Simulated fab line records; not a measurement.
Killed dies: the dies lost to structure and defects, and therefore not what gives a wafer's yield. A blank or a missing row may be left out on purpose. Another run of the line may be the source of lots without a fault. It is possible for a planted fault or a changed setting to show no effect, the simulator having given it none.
3 desks looking at one fault | flow n5 finfet | what lay behind the numbers comes last; until then each desk has only its own

## AT THE METROLOGY DESK
What the gauges read, lot by lot, whatever tool the lot ran on: means of the sampled wafers that have a number. Marked OUT: a lot whose mean sits more than 4 standard deviations from the usual mean, which makes it out of limits; the brackets give that distance. Of its 27 readings 7 are shown: those that lie furthest out on some lot.
Columns: A = COMB_M14 at N5_BEOL_M15_RC_MEAS_101, usual 4.3e-12 S/m; B = COMB_M15 at N5_BEOL_M15_RC_MEAS_101, usual 3.2e-12 S/m; C = COMB_M7 at N5_BEOL_M15_RC_MEAS_101, usual 2.5e-11 S/m; D = SERP_M11 at N5_BEOL_M15_RC_MEAS_101, usual 3.10 ohm/um; E = SERP_M12 at N5_BEOL_M15_RC_MEAS_101, usual 0.634 ohm/um; F = SERP_M14 at N5_BEOL_M15_RC_MEAS_101, usual 0.160 ohm/um; G = SERP_M5 at N5_BEOL_M15_RC_MEAS_101, usual 39.0 ohm/um
lot  | first seen here | A       | B       | C       | D    | E     | F     | G
L785 | day 12 23:14    | 4.7e-12 | 3.5e-12 | 2.4e-11 | 3.14 | 0.644 | 0.155 | 37.4
L788 | day 13 17:50    | 3.9e-12 | 2.7e-12 | 2.4e-11 | 3.15 | 0.662 | 0.159 | 38.9
L792 | day 14 18:44    | 4.6e-12 | 3.6e-12 | 3.3e-11 | 3.00 | 0.651 | 0.158 | 38.4
L794 | day 15 11:10    | 4.9e-12 | 2.7e-12 | 2.9e-11 | 3.12 | 0.620 | 0.169 | 39.5
L796 | day 16 13:58    | 4.3e-12 | 4.2e-12 | 2.7e-11 | 3.04 | 0.635 | 0.161 | 37.8
L800 | day 17 03:11    | 3.6e-12 | 3.4e-12 | 2.8e-11 | 3.02 | 0.616 | 0.160 | 36.4
L798 | day 17 13:18    | 6.0e-12 | 3.0e-12 | 2.4e-11 | 3.25 | 0.634 | 0.158 | 39.8
This desk's verdict: no lot among the 7 shows anything out of limits.

## THE DEFECT DESK
Per lot, the means of the sampled wafers with a number show what the inspections along the route counted. Marked OUT: a lot whose mean sits more than 4 standard deviations from the usual mean, which makes it out of limits; the brackets give that distance.
Columns: A = raw defect count at N5_BEOL_M15_INSPECT_55, usual 73
lot  | first seen here | A
L785 | day 12 23:25    | 98
L788 | day 13 18:00    | 48
L792 | day 14 18:54    | 88
L794 | day 15 11:19    | 93
L796 | day 16 14:07    | 47
L800 | day 17 03:23    | 104
L798 | day 17 13:28    | 66
This desk's verdict: no lot among the 7 shows anything out of limits.

## TOOL OWNER'S DESK, pvd sputter-02
At N5_MIM_BOT_SPUTTER_00 (material TiN, target thk 35 nm, time 89.7 s) the tool's own readings: per lot run on this tool, the mean of the sampled wafers that have a number. Marked OUT: a lot whose mean sits more than 4 standard deviations from the usual mean, which makes it out of limits; the brackets give that distance.
Columns: A = throttle valve pct at N5_MIM_BOT_SPUTTER_00, usual 30.1 %
lot  | first seen here | A
L788 | day 13 19:52    | 30.4
L792 | day 14 20:28    | 29.0
L794 | day 15 13:56    | 29.7
L796 | day 16 15:29    | 30.0
L800 | day 17 06:37    | 29.9
L798 | day 17 15:16    | 30.3
This desk's verdict: no lot among the 6 shows anything out of limits.

## PUT TOGETHER
Metrology desk: nothing out of limits seen.
The defect desk saw nothing out of limits.
Nothing out of limits was seen by the tool owner's desk.

## WHAT THE SIMULATOR PUT IN
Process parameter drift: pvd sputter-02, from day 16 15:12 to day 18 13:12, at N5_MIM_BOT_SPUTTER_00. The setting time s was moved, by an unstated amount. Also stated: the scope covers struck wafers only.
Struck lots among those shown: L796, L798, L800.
